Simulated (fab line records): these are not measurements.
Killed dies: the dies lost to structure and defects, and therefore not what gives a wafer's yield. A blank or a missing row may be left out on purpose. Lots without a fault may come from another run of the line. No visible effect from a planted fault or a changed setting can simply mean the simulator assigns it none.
Which of the tools did it? || flow nandHarc || Sampling: 24 lots, 72 wafers, 4 of 1159 route steps

## WHAT EACH GAUGE READ, for each wafer
NHARC_A_CONTACT_OVL_MEAS_70.
{"lot": "L074", "measured": "day 16 07:14", "on": "overlay-01", "overlayXNm (nm)": "0.9 0.5 0.8", "overlayYNm (nm)": "-1.0 -0.7 -0.8"}
{"lot": "L075", "measured": "day 17 04:52", "on": "overlay-01", "overlayXNm (nm)": "0.1 -0.1 -0.7", "overlayYNm (nm)": "0.8 0.9 0.9"}
{"lot": "L077", "measured": "day 17 04:19", "on": "overlay-02", "overlayXNm (nm)": "1.4 1.0 1.1", "overlayYNm (nm)": "0.4 1.2 0.9"}
{"lot": "L076", "measured": "day 17 07:57", "on": "overlay-02", "overlayXNm (nm)": "0.2 -0.2 0.3", "overlayYNm (nm)": "0.2 0.1 0.1"}
{"lot": "L079", "measured": "day 17 09:02", "on": "overlay-02", "overlayXNm (nm)": "-0.9 -0.4 -0.9", "overlayYNm (nm)": "0.8 0.2 0.2"}
{"lot": "L078", "measured": "day 17 13:59", "on": "overlay-01", "overlayXNm (nm)": "0.5 0.4 0.0", "overlayYNm (nm)": "0.0 -0.1 -0.4"}
{"lot": "L080", "measured": "day 17 18:52", "on": "overlay-02", "overlayXNm (nm)": "0.1 0.2 0.0", "overlayYNm (nm)": "-0.9 -1.1 -0.7"}
{"lot": "L082", "measured": "day 18 19:54", "on": "overlay-02", "overlayXNm (nm)": "-1.4 -0.8 -1.3", "overlayYNm (nm)": "0.8 0.3 -0.1"}
{"lot": "L081", "measured": "day 18 20:36", "on": "overlay-01", "overlayXNm (nm)": "0.0 -0.1 0.2", "overlayYNm (nm)": "-0.9 -0.5 -0.4"}
{"lot": "L083", "measured": "day 19 00:51", "on": "overlay-01", "overlayXNm (nm)": "-0.5 -0.8 -0.4", "overlayYNm (nm)": "-0.3 -0.8 -0.9"}
{"lot": "L084", "measured": "day 19 01:59", "on": "overlay-01", "overlayXNm (nm)": "-1.1 -0.9 -1.2", "overlayYNm (nm)": "-0.5 -0.7 -0.2"}
{"lot": "L085", "measured": "day 19 12:07", "on": "overlay-01", "overlayXNm (nm)": "-0.1 -0.3 0.4", "overlayYNm (nm)": "0.4 0.0 -0.1"}
{"lot": "L086", "measured": "day 20 04:52", "on": "overlay-02", "overlayXNm (nm)": "-0.3 -0.6 -0.5", "overlayYNm (nm)": "0.1 0.8 1.0"}
{"lot": "L087", "measured": "day 20 03:49", "on": "overlay-01", "overlayXNm (nm)": "0.2 0.2 0.4", "overlayYNm (nm)": "-0.5 -0.1 0.1"}
{"lot": "L088", "measured": "day 20 10:15", "on": "overlay-01", "overlayXNm (nm)": "-0.8 -0.3 -0.8", "overlayYNm (nm)": "0.9 0.5 0.8"}
{"lot": "L089", "measured": "day 20 10:00", "on": "overlay-01", "overlayXNm (nm)": "-1.6 -1.5 -1.7", "overlayYNm (nm)": "0.5 0.9 1.1"}
{"lot": "L091", "measured": "day 21 12:49", "on": "overlay-01", "overlayXNm (nm)": "-0.2 -0.1 -0.6", "overlayYNm (nm)": "0.3 -0.1 0.3"}
{"lot": "L090", "measured": "day 21 12:58", "on": "overlay-02", "overlayXNm (nm)": "0.0 0.6 0.0", "overlayYNm (nm)": "-1.3 -1.5 -0.6"}
{"lot": "L092", "measured": "day 21 18:34", "on": "overlay-01", "overlayXNm (nm)": "0.3 0.5 0.1", "overlayYNm (nm)": "-0.7 -0.4 -1.1"}
{"lot": "L095", "measured": "day 22 04:41", "on": "overlay-01", "overlayXNm (nm)": "-0.4 0.1 -0.4", "overlayYNm (nm)": "0.5 0.3 0.4"}
{"lot": "L094", "measured": "day 22 03:58", "on": "overlay-02", "overlayXNm (nm)": "-0.2 -0.1 0.2", "overlayYNm (nm)": "1.4 1.4 1.0"}
{"lot": "L096", "measured": "day 22 06:06", "on": "overlay-01", "overlayXNm (nm)": "1.2 1.1 1.0", "overlayYNm (nm)": "0.7 0.5 0.1"}
{"lot": "L093", "measured": "day 22 12:43", "on": "overlay-02", "overlayXNm (nm)": "-0.5 -0.4 -0.3", "overlayYNm (nm)": "0.0 0.5 0.2"}
{"lot": "L097", "measured": "day 22 14:41", "on": "overlay-02", "overlayXNm (nm)": "0.7 0.9 0.7", "overlayYNm (nm)": "1.4 1.1 1.1"}

## WHAT TOOL EACH LOT RAN ON (gives the tool, then ch and the chambers of the sampled wafers, and finally the start)
{"lot": "L074", "NHARC_A_WL_FILL_ALD_19": "aldMetal-01 ch 0,1,3, day 15 08:58", "NHARC_A_CONTACT_DEP_29": "pecvd-03 ch 1,2, day 15 20:08", "NHARC_A_CONTACT_ETCH_119": "harCapEtch-03 ch 0,1, day 15 23:19"}
{"lot": "L075", "NHARC_A_WL_FILL_ALD_19": "aldMetal-03 ch 0,1,2, day 16 08:53", "NHARC_A_CONTACT_DEP_29": "pecvd-03 ch 0,2, day 16 20:20", "NHARC_A_CONTACT_ETCH_119": "harCapEtch-01 ch 0,1, day 16 23:31"}
{"lot": "L077", "NHARC_A_WL_FILL_ALD_19": "aldMetal-04 ch 0,3, day 16 08:53", "NHARC_A_CONTACT_DEP_29": "pecvd-02 ch 0,1,2, day 16 20:25", "NHARC_A_CONTACT_ETCH_119": "harCapEtch-02 ch 0,1, day 16 23:29"}
{"lot": "L076", "NHARC_A_WL_FILL_ALD_19": "aldMetal-01 ch 0,1, day 16 13:23", "NHARC_A_CONTACT_DEP_29": "pecvd-02 ch 1,2, day 17 00:10", "NHARC_A_CONTACT_ETCH_119": "harCapEtch-02 ch 0, day 17 03:02"}
{"lot": "L079", "NHARC_A_WL_FILL_ALD_19": "aldMetal-03 ch 1,3, day 16 13:23", "NHARC_A_CONTACT_DEP_29": "pecvd-02 ch 1,2, day 17 00:58", "NHARC_A_CONTACT_ETCH_119": "harCapEtch-01 ch 1, day 17 04:05"}
{"lot": "L078", "NHARC_A_WL_FILL_ALD_19": "aldMetal-04 ch 1,2,3, day 16 17:29", "NHARC_A_CONTACT_DEP_29": "pecvd-03 ch 1,2, day 17 06:32", "NHARC_A_CONTACT_ETCH_119": "harCapEtch-01 ch 0,1, day 17 09:23"}
{"lot": "L080", "NHARC_A_WL_FILL_ALD_19": "aldMetal-03 ch 1,2, day 16 17:30", "NHARC_A_CONTACT_DEP_29": "pecvd-04 ch 0,1,2, day 17 10:38", "NHARC_A_CONTACT_ETCH_119": "harCapEtch-01 ch 0,1, day 17 13:38"}
{"lot": "L082", "NHARC_A_WL_FILL_ALD_19": "aldMetal-03 ch 1,2, day 18 03:02", "NHARC_A_CONTACT_DEP_29": "pecvd-03 ch 0,1,2, day 18 12:14", "NHARC_A_CONTACT_ETCH_119": "harCapEtch-01 ch 0,1, day 18 15:14"}
{"lot": "L081", "NHARC_A_WL_FILL_ALD_19": "aldMetal-01 ch 0,2, day 18 03:04", "NHARC_A_CONTACT_DEP_29": "pecvd-04 ch 0,1,2, day 18 12:16", "NHARC_A_CONTACT_ETCH_119": "harCapEtch-03 ch 0,1, day 18 15:22"}
{"lot": "L083", "NHARC_A_WL_FILL_ALD_19": "aldMetal-03 ch 0,2,3, day 18 07:23", "NHARC_A_CONTACT_DEP_29": "pecvd-03 ch 1,2, day 18 16:47", "NHARC_A_CONTACT_ETCH_119": "harCapEtch-02 ch 0,1, day 18 20:04"}
{"lot": "L084", "NHARC_A_WL_FILL_ALD_19": "aldMetal-01 ch 0,1, day 18 07:25", "NHARC_A_CONTACT_DEP_29": "pecvd-02 ch 0,1,2, day 18 16:58", "NHARC_A_CONTACT_ETCH_119": "harCapEtch-01 ch 0,1, day 18 20:31"}
{"lot": "L085", "NHARC_A_WL_FILL_ALD_19": "aldMetal-03 ch 0,1,3, day 18 11:20", "NHARC_A_CONTACT_DEP_29": "pecvd-04 ch 0,1, day 19 00:12", "NHARC_A_CONTACT_ETCH_119": "harCapEtch-03 ch 0,1, day 19 03:33"}
{"lot": "L086", "NHARC_A_WL_FILL_ALD_19": "aldMetal-01 ch 0,1,3, day 19 09:55", "NHARC_A_CONTACT_DEP_29": "pecvd-02 ch 0,1,2, day 19 18:46", "NHARC_A_CONTACT_ETCH_119": "harCapEtch-02 ch 0,1, day 19 22:10"}
{"lot": "L087", "NHARC_A_WL_FILL_ALD_19": "aldMetal-03 ch 0,1,3, day 19 09:56", "NHARC_A_CONTACT_DEP_29": "pecvd-03 ch 1,2, day 19 18:51", "NHARC_A_CONTACT_ETCH_119": "harCapEtch-03 ch 0,1, day 19 22:13"}
{"lot": "L088", "NHARC_A_WL_FILL_ALD_19": "aldMetal-04 ch 0,1,2, day 19 09:58", "NHARC_A_CONTACT_DEP_29": "pecvd-02 ch 0,2, day 20 01:03", "NHARC_A_CONTACT_ETCH_119": "harCapEtch-01 ch 0,1, day 20 04:25"}
{"lot": "L089", "NHARC_A_WL_FILL_ALD_19": "aldMetal-04 ch 1,2, day 19 15:43", "NHARC_A_CONTACT_DEP_29": "pecvd-03 ch 0,2, day 20 01:22", "NHARC_A_CONTACT_ETCH_119": "harCapEtch-03 ch 0,1, day 20 04:27"}
{"lot": "L091", "NHARC_A_WL_FILL_ALD_19": "aldMetal-01 ch 0,1,3, day 20 15:11", "NHARC_A_CONTACT_DEP_29": "pecvd-02 ch 0,2, day 21 01:27", "NHARC_A_CONTACT_ETCH_119": "harCapEtch-03 ch 0,1, day 21 04:29"}
{"lot": "L090", "NHARC_A_WL_FILL_ALD_19": "aldMetal-04 ch 0,2,3, day 20 15:12", "NHARC_A_CONTACT_DEP_29": "pecvd-02 ch 1,2, day 21 01:42", "NHARC_A_CONTACT_ETCH_119": "harCapEtch-01 ch 0,1, day 21 04:43"}
{"lot": "L092", "NHARC_A_WL_FILL_ALD_19": "aldMetal-03 ch 1,2,3, day 20 18:25", "NHARC_A_CONTACT_DEP_29": "pecvd-03 ch 0,2, day 21 10:17", "NHARC_A_CONTACT_ETCH_119": "harCapEtch-02 ch 0,1, day 21 13:40"}
{"lot": "L095", "NHARC_A_WL_FILL_ALD_19": "aldMetal-04 ch 0,2,3, day 20 23:09", "NHARC_A_CONTACT_DEP_29": "pecvd-04 ch 1,2, day 21 20:14", "NHARC_A_CONTACT_ETCH_119": "harCapEtch-01 ch 1, day 21 23:32"}
{"lot": "L094", "NHARC_A_WL_FILL_ALD_19": "aldMetal-01 ch 1,2, day 20 23:10", "NHARC_A_CONTACT_DEP_29": "pecvd-04 ch 0,1,2, day 21 18:01", "NHARC_A_CONTACT_ETCH_119": "harCapEtch-03 ch 0,1, day 21 21:02"}
{"lot": "L096", "NHARC_A_WL_FILL_ALD_19": "aldMetal-03 ch 0,1,3, day 21 02:26", "NHARC_A_CONTACT_DEP_29": "pecvd-04 ch 1,2, day 21 22:22", "NHARC_A_CONTACT_ETCH_119": "harCapEtch-03 ch 0,1, day 22 01:19"}
{"lot": "L093", "NHARC_A_WL_FILL_ALD_19": "aldMetal-01 ch 0,3, day 21 02:26", "NHARC_A_CONTACT_DEP_29": "pecvd-04 ch 0,1,2, day 22 02:14", "NHARC_A_CONTACT_ETCH_119": "harCapEtch-01 ch 0,1, day 22 05:18"}
{"lot": "L097", "NHARC_A_WL_FILL_ALD_19": "aldMetal-04 ch 1,2,3, day 21 02:30", "NHARC_A_CONTACT_DEP_29": "pecvd-04 ch 0,1, day 22 04:26", "NHARC_A_CONTACT_ETCH_119": "harCapEtch-01 ch 0,1, day 22 07:38"}
- NHARC_A_WL_FILL_ALD_19: deposits TiN, target thk 2 nm, pulse time 3 s, ald cycles 100.
- NHARC_A_CONTACT_DEP_29: deposits SiON, target thk 70 nm.
- NHARC_A_CONTACT_ETCH_119: etches the open film in C4F8/O2/Ar, time 94 s, target depth 922 nm.

## WHAT THE TOOLS THEMSELVES READ (means of the sampled wafers that have a number; where no wafer has one, the mark that the record gives instead)
NHARC_A_WL_FILL_ALD_19.
{"lot": "L074", "tool": "aldMetal-01", "heaterPowerW (W)": 1004, "precursorPulseHeightRel": 0.968}
{"lot": "L075", "tool": "aldMetal-03", "heaterPowerW (W)": 1046, "precursorPulseHeightRel": 1.000}
{"lot": "L077", "tool": "aldMetal-04", "heaterPowerW (W)": 1227, "precursorPulseHeightRel": 1.008}
{"lot": "L076", "tool": "aldMetal-01", "heaterPowerW (W)": 951, "precursorPulseHeightRel": 0.994}
{"lot": "L079", "tool": "aldMetal-03", "heaterPowerW (W)": 976, "precursorPulseHeightRel": 1.011}
{"lot": "L078", "tool": "aldMetal-04", "heaterPowerW (W)": 1215, "precursorPulseHeightRel": 1.008}
{"lot": "L080", "tool": "aldMetal-03", "heaterPowerW (W)": 1005, "precursorPulseHeightRel": 0.990}
{"lot": "L082", "tool": "aldMetal-03", "heaterPowerW (W)": 981, "precursorPulseHeightRel": 1.007}
{"lot": "L081", "tool": "aldMetal-01", "heaterPowerW (W)": 1078, "precursorPulseHeightRel": 0.983}
{"lot": "L083", "tool": "aldMetal-03", "heaterPowerW (W)": 1127, "precursorPulseHeightRel": 0.992}
{"lot": "L084", "tool": "aldMetal-01", "heaterPowerW (W)": 941, "precursorPulseHeightRel": 0.994}
{"lot": "L085", "tool": "aldMetal-03", "heaterPowerW (W)": 1088, "precursorPulseHeightRel": 1.008}
{"lot": "L086", "tool": "aldMetal-01", "heaterPowerW (W)": 1021, "precursorPulseHeightRel": 1.001}
{"lot": "L087", "tool": "aldMetal-03", "heaterPowerW (W)": 1099, "precursorPulseHeightRel": 1.033}
{"lot": "L088", "tool": "aldMetal-04", "heaterPowerW (W)": 1231, "precursorPulseHeightRel": 1.001}
{"lot": "L089", "tool": "aldMetal-04", "heaterPowerW (W)": 1237, "precursorPulseHeightRel": 0.983}
{"lot": "L091", "tool": "aldMetal-01", "heaterPowerW (W)": 1012, "precursorPulseHeightRel": 0.986}
{"lot": "L090", "tool": "aldMetal-04", "heaterPowerW (W)": 1191, "precursorPulseHeightRel": 0.986}
{"lot": "L092", "tool": "aldMetal-03", "heaterPowerW (W)": 1059, "precursorPulseHeightRel": 0.981}
{"lot": "L095", "tool": "aldMetal-04", "heaterPowerW (W)": 1180, "precursorPulseHeightRel": 1.014}
{"lot": "L094", "tool": "aldMetal-01", "heaterPowerW (W)": 962, "precursorPulseHeightRel": 1.015}
{"lot": "L096", "tool": "aldMetal-03", "heaterPowerW (W)": 1114, "precursorPulseHeightRel": 1.002}
{"lot": "L093", "tool": "aldMetal-01", "heaterPowerW (W)": 1057, "precursorPulseHeightRel": 1.010}
{"lot": "L097", "tool": "aldMetal-04", "heaterPowerW (W)": 1175, "precursorPulseHeightRel": 1.001}

NHARC_A_CONTACT_DEP_29.
{"lot": "L074", "tool": "pecvd-03", "heaterPowerW (W)": 794, "rfFwdPowerW (W)": 347.7}
{"lot": "L075", "tool": "pecvd-03", "heaterPowerW (W)": 702, "rfFwdPowerW (W)": 349.5}
{"lot": "L077", "tool": "pecvd-02", "heaterPowerW (W)": 798, "rfFwdPowerW (W)": 348.4}
{"lot": "L076", "tool": "pecvd-02", "heaterPowerW (W)": 803, "rfFwdPowerW (W)": 347.9}
{"lot": "L079", "tool": "pecvd-02", "heaterPowerW (W)": 855, "rfFwdPowerW (W)": 347.7}
{"lot": "L078", "tool": "pecvd-03", "heaterPowerW (W)": 780, "rfFwdPowerW (W)": 349.3}
{"lot": "L080", "tool": "pecvd-04", "heaterPowerW (W)": 735, "rfFwdPowerW (W)": 349.4}
{"lot": "L082", "tool": "pecvd-03", "heaterPowerW (W)": 767, "rfFwdPowerW (W)": 347.6}
{"lot": "L081", "tool": "pecvd-04", "heaterPowerW (W)": 711, "rfFwdPowerW (W)": 347.8}
{"lot": "L083", "tool": "pecvd-03", "heaterPowerW (W)": 742, "rfFwdPowerW (W)": 349.7}
{"lot": "L084", "tool": "pecvd-02", "heaterPowerW (W)": 803, "rfFwdPowerW (W)": 347.7}
{"lot": "L085", "tool": "pecvd-04", "heaterPowerW (W)": 823, "rfFwdPowerW (W)": 348.9}
{"lot": "L086", "tool": "pecvd-02", "heaterPowerW (W)": 806, "rfFwdPowerW (W)": 348.9}
{"lot": "L087", "tool": "pecvd-03", "heaterPowerW (W)": 753, "rfFwdPowerW (W)": 349.1}
{"lot": "L088", "tool": "pecvd-02", "heaterPowerW (W)": 801, "rfFwdPowerW (W)": 348.3}
{"lot": "L089", "tool": "pecvd-03", "heaterPowerW (W)": 719, "rfFwdPowerW (W)": 348.9}
{"lot": "L091", "tool": "pecvd-02", "heaterPowerW (W)": 848, "rfFwdPowerW (W)": 348.7}
{"lot": "L090", "tool": "pecvd-02", "heaterPowerW (W)": 799, "rfFwdPowerW (W)": 347.9}
{"lot": "L092", "tool": "pecvd-03", "heaterPowerW (W)": 664, "rfFwdPowerW (W)": 349.1}
{"lot": "L095", "tool": "pecvd-04", "heaterPowerW (W)": 734, "rfFwdPowerW (W)": 349.8}
{"lot": "L094", "tool": "pecvd-04", "heaterPowerW (W)": 730, "rfFwdPowerW (W)": 348.5}
{"lot": "L096", "tool": "pecvd-04", "heaterPowerW (W)": 791, "rfFwdPowerW (W)": 349.2}
{"lot": "L093", "tool": "pecvd-04", "heaterPowerW (W)": 719, "rfFwdPowerW (W)": 349.0}
{"lot": "L097", "tool": "pecvd-04", "heaterPowerW (W)": 839, "rfFwdPowerW (W)": 348.2}

## THE ANSWER, worked out from the rows above alone
Rule: the usual values come from the lots themselves. The widest of any qualifying gaps counts: lots, ordered by their means at a reading, are off when they make up no more than a third of the lots, leave a main group of 4 or more, and stand apart from it by 3 or more times the standard deviation of that group's means. Not used: any main group whose means are identical at the precision the tables above print for the reading. Also off: a lot with no number at a reading for which 4 or more lots have one. The other lots that the step has rows for count as sound. Order of review: gauges by route order, followed by the tools' own readings, for which a lot's mean as printed above is used. At the first step where some lot is off, the reading lying furthest off is the one used; lots without a number count as furthest.
None of the lots is off at any reading shown; this tells nothing.

## WHAT WAS PUT IN BY THE SIMULATOR
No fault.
